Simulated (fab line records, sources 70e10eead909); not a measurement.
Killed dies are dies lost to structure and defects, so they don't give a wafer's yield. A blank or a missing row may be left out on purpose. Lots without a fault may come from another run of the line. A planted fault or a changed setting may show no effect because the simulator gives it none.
Which tool did it? | flow nand_harc | 12 lots, 36 wafers sampled, at 5 steps of a route of 1302

WHAT THE GAUGES READ, wafer by wafer
NHARC_END_SORT_01. Usual: killed_at_array 44, standard deviation 16; killed_at_other 0.6, standard deviation 1.1; killed_at_periphery 3.9, standard deviation 2.6; killed_dies 48, standard deviation 16; killed_open 3.1, standard deviation 1.9; killed_short 2.4, standard deviation 1.8.
lot  | measured     | on        | killed_at_array | killed_at_other | killed_at_periphery | killed_dies | killed_open | killed_short | flag
L111 | day 28 08:25 | prober-01 | 550 37 37       | 1 0 1           | 5 4 8               | 556 41 46   | 4 2 6       | 7 8 1        | OFF
L112 | day 28 20:40 | prober-02 | 39 590 41       | 2 0 2           | 3 3 3               | 44 593 46   | 1 4 5       | 2 0 0        | OFF

WHICH TOOL RAN EACH LOT (tool, then ch and the chambers of the sampled wafers, then the start)
lot  | NHARC_A_STAIRCASE_STRIP_171          | NHARC_A_STAIRCASE_ETCH_13          | NHARC_A_STAIRCASE_TRIM_20          | NHARC_A_STAIRCASE_ETCH_25
L101 | plasma_asher-02 ch 0,1, day 15 11:55 | rie_diel-04 ch 1,2, day 15 16:19   | rie_diel-04 ch 0,3, day 15 17:12   | rie_diel-04 ch 0,2,3, no start
L102 | plasma_asher-02 ch 1, day 15 20:07   | rie_diel-07 ch 0,1,3, day 16 01:22 | rie_diel-07 ch 1,2,3, day 16 02:54 | rie_diel-07 ch 0,2, no start
L103 | plasma_asher-01 ch 0,1, day 16 20:41 | rie_diel-04 ch 1,2,3, day 16 22:24 | rie_diel-10 ch 1,2, day 16 23:25   | rie_diel-10 ch 1,2, no start
L109 | plasma_asher-01 ch 0,1, day 18 09:19 | rie_diel-10 ch 1,2,3, day 18 11:04 | rie_diel-07 ch 1,2, day 18 12:01   | rie_diel-07 ch 0,1,2, no start
L111 | plasma_asher-02 ch 0,1, day 19 15:43 | rie_diel-10 ch 0,1,3, day 19 17:29 | rie_diel-10 ch 0,1,3, day 19 18:23 | rie_diel-10 ch 0,2, day 28 08:25 or earlier
L112 | plasma_asher-01 ch 0,1, day 20 06:36 | rie_diel-10 ch 0,1,3, day 20 08:21 | rie_diel-04 ch 1,2, day 20 09:14   | rie_diel-04 ch 1,2, day 28 20:40 or earlier
L117 | plasma_asher-02 ch 0,1, day 22 12:20 | rie_diel-07 ch 0,1,3, day 22 14:04 | rie_diel-04 ch 0,1,2, day 22 14:59 | rie_diel-04 ch 0,1,3, no start
L119 | plasma_asher-02 ch 1, day 22 22:19   | rie_diel-07 ch 1,2, day 23 00:04   | rie_diel-04 ch 0,2, day 23 01:29   | rie_diel-04 ch 0,1, no start
L121 | plasma_asher-01 ch 0,1, day 23 18:31 | rie_diel-04 ch 1,2,3, day 23 20:07 | rie_diel-04 ch 0,3, day 23 21:07   | rie_diel-04 ch 0,1,3, no start
L120 | plasma_asher-02 ch 0,1, day 23 18:37 | rie_diel-04 ch 0,3, day 23 20:19   | rie_diel-10 ch 2,3, day 23 21:25   | rie_diel-10 ch 0,2,3, no start
L123 | plasma_asher-02 ch 0,1, day 24 13:21 | rie_diel-10 ch 0,1,2, day 24 15:07 | rie_diel-10 ch 0,1,3, day 24 15:59 | rie_diel-10 ch 0,2,3, no start
L122 | plasma_asher-02 ch 0,1, day 24 17:14 | rie_diel-04 ch 2,3, day 24 18:53   | rie_diel-10 ch 0,3, day 24 19:46   | rie_diel-10 ch 0,2,3, no start
- NHARC_A_STAIRCASE_STRIP_171: strips in O2.
- NHARC_A_STAIRCASE_ETCH_13: etches the open film in C4F8/O2, target depth 100 nm, time 40.5 s.
- NHARC_A_STAIRCASE_TRIM_20: chemistry O2, time 211.2 s.
- NHARC_A_STAIRCASE_ETCH_25: etches the open film in C4F8/O2, target depth 100 nm, time 40.5 s.

WHAT THE TOOLS THEMSELVES READ (means of the sampled wafers that have a number; where no wafer has one, the mark that the record gives instead)
NHARC_A_STAIRCASE_STRIP_171. Usual: drypump_motor_current_A 5.4 A, standard deviation 0.33; heater_power_w 305 W, standard deviation 20; rf_refl_power_W 23 W, standard deviation 4.9; temp_c 250.02 C, standard deviation 0.19.
lot  | tool            | drypump_motor_current_A (A) | heater_power_w (W) | rf_refl_power_W (W) | temp_c (C) | flag
L101 | plasma_asher-02 | 5.2                         | 302                | 27                  | 250.09     |
L102 | plasma_asher-02 | 4.9                         | 315                | 27                  | 250.02     |
L103 | plasma_asher-01 | 5.5                         | 307                | 13                  | 250.22     |
L109 | plasma_asher-01 | 5.6                         | 323                | -                   | 249.76     | OFF
L111 | plasma_asher-02 | 5.1                         | 303                | -                   | 249.90     | OFF
L112 | plasma_asher-01 | 5.5                         | 311                | 13                  | 250.18     |
L117 | plasma_asher-02 | 5.1                         | 307                | 26                  | 250.02     |
L119 | plasma_asher-02 | 4.9                         | 325                | 26                  | 250.03     |
L121 | plasma_asher-01 | 5.5                         | 310                | -                   | 249.77     | OFF
L120 | plasma_asher-02 | 5.2                         | 303                | 27                  | 250.39     |
L123 | plasma_asher-02 | 5.4                         | 294                | 25                  | 249.89     |
L122 | plasma_asher-02 | 5.1                         | 304                | -                   | 249.99     | OFF

NHARC_A_STAIRCASE_ETCH_13. Usual: oes_product_au 0.948 a.u., standard deviation 0.011; rf_vpp_V 894 V, standard deviation 5.1; run_length_s 61.8 s, standard deviation 0.4.
lot  | tool        | oes_product_au (a.u.) | rf_vpp_V (V) | run_length_s (s) | flag
L101 | rie_diel-04 | 0.941                 | 892          | 62.1             |
L102 | rie_diel-07 | 0.932                 | 896          | 61.7             |
L103 | rie_diel-04 | 0.947                 | 893          | 61.8             |
L109 | rie_diel-10 | 0.934                 | 891          | 61.9             |
L111 | rie_diel-10 | 0.951                 | 893          | 65.4             | OFF
L112 | rie_diel-10 | 0.954                 | 892          | 65.4             | OFF
L117 | rie_diel-07 | 0.958                 | 895          | 62.0             |
L119 | rie_diel-07 | 0.960                 | 893          | 62.0             |
L121 | rie_diel-04 | 0.948                 | 893          | 61.8             |
L120 | rie_diel-04 | 0.940                 | 902          | 61.3             |
L123 | rie_diel-10 | 0.948                 | 890          | 62.1             |
L122 | rie_diel-04 | 0.953                 | 893          | 61.8             |

NHARC_A_STAIRCASE_TRIM_20. Usual: drypump_motor_current_A 5.7 A, standard deviation 0.54; oes_product_au 1.002 a.u., standard deviation 0.007; rf_vpp_V 57.5 V, standard deviation 0.84; showerhead_plenum_p_Torr 3.48 Torr, standard deviation 0.14; throttle_valve_pct 17.036 %, standard deviation 0.0093.
lot  | tool        | drypump_motor_current_A (A) | oes_product_au (a.u.) | rf_vpp_V (V) | showerhead_plenum_p_Torr (Torr) | throttle_valve_pct (%) | flag
L101 | rie_diel-04 | 5.7                         | 0.989                 | 57.4         | 3.66                            | 17.039                 |
L102 | rie_diel-07 | 5.9                         | 0.998                 | 57.6         | 3.46                            | 17.031                 |
L103 | rie_diel-10 | 5.7                         | 1.002                 | 58.1         | 3.36                            | 17.033                 |
L109 | rie_diel-07 | 5.8                         | 0.997                 | 57.9         | 3.48                            | 17.031                 |
L111 | rie_diel-10 | 5.7                         | 1.003                 | 57.3         | 3.45                            | 17.026                 |
L112 | rie_diel-04 | 5.2                         | 1.002                 | 57.3         | 3.35                            | 17.042                 |
L117 | rie_diel-04 | 5.1                         | 0.995                 | 57.9         | 3.49                            | 17.033                 |
L119 | rie_diel-04 | 5.4                         | 0.998                 | 57.3         | 3.53                            | 17.032                 |
L121 | rie_diel-04 | 5.2                         | 1.009                 | 57.9         | 3.68                            | 17.038                 |
L120 | rie_diel-10 | 5.7                         | 1.006                 | 57.1         | 3.36                            | 17.038                 |
L123 | rie_diel-10 | 5.7                         | 1.006                 | 57.7         | 3.42                            | 17.039                 |
L122 | rie_diel-10 | 5.8                         | 1.010                 | 57.5         | 3.42                            | 17.025                 |

NHARC_A_STAIRCASE_ETCH_25. Usual: oes_product_au 0.944 a.u., standard deviation 0.0094; rf_vpp_V 894 V, standard deviation 5.2; run_length_s 61.9 s, standard deviation 0.4.
lot  | tool        | oes_product_au (a.u.) | rf_vpp_V (V) | run_length_s (s) | flag
L101 | rie_diel-04 | 0.940                 | 899          | 61.6             |
L102 | rie_diel-07 | 0.945                 | 901          | 61.5             |
L103 | rie_diel-10 | 0.941                 | 890          | 62.0             |
L109 | rie_diel-07 | 0.938                 | 897          | 61.9             |
L111 | rie_diel-10 | 0.955                 | 895          | 62.1             |
L112 | rie_diel-04 | 0.932                 | 890          | 62.0             |
L117 | rie_diel-04 | 0.946                 | 896          | 61.7             |
L119 | rie_diel-04 | 0.934                 | 892          | 61.9             |
L121 | rie_diel-04 | 0.939                 | 895          | 61.6             |
L120 | rie_diel-10 | 0.942                 | 891          | 61.8             |
L123 | rie_diel-10 | 0.951                 | 892          | 62.0             |
L122 | rie_diel-10 | 0.941                 | 891          | 62.1             |

THE ANSWER, worked out from the rows above alone
Rule: a lot is off if the mean of its wafers that have a number lies more than 3 standard deviations from the usual mean. A lot without any number at a reading at which 4 lots or more have one is off too. The other lots that the step has rows for count as sound. The gauges are gone through in route order, then the tools' own readings, and for those a lot's mean is taken as printed above. The first step at which some lot is off is used, and at that step the reading that is off furthest; a lot without a number counts as furthest.
Off: L111, L112, at NHARC_END_SORT_01 (killed_dies). Neither off nor sound, because the step has no rows for them: L101, L102, L103, L109, L117, L119, L121, L120, L123, L122.
A tool fits if, at a process step before that reading, it ran every lot that is off, and no sound lot after the first of them. The gauges at NHARC_END_SORT_01 aren't tried: what is off there is off at NHARC_A_STAIRCASE_ETCH_13 too, on other tools, and a gauge's error can't cause that. NHARC_A_STAIRCASE_ETCH_25 gives no start for some lots, so the hours and the order of its lots are those of NHARC_END_SORT_01. One fits: rie_diel-10 at NHARC_A_STAIRCASE_ETCH_13. It ran no sound lot before its first lot that is off in this sample, so the start can't be narrowed down.

WHAT THE SIMULATOR HAD PUT IN
Process parameter drift: rie_diel-10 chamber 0, from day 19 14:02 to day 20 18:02, at NHARC_A_STAIRCASE_ETCH_13. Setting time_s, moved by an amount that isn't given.
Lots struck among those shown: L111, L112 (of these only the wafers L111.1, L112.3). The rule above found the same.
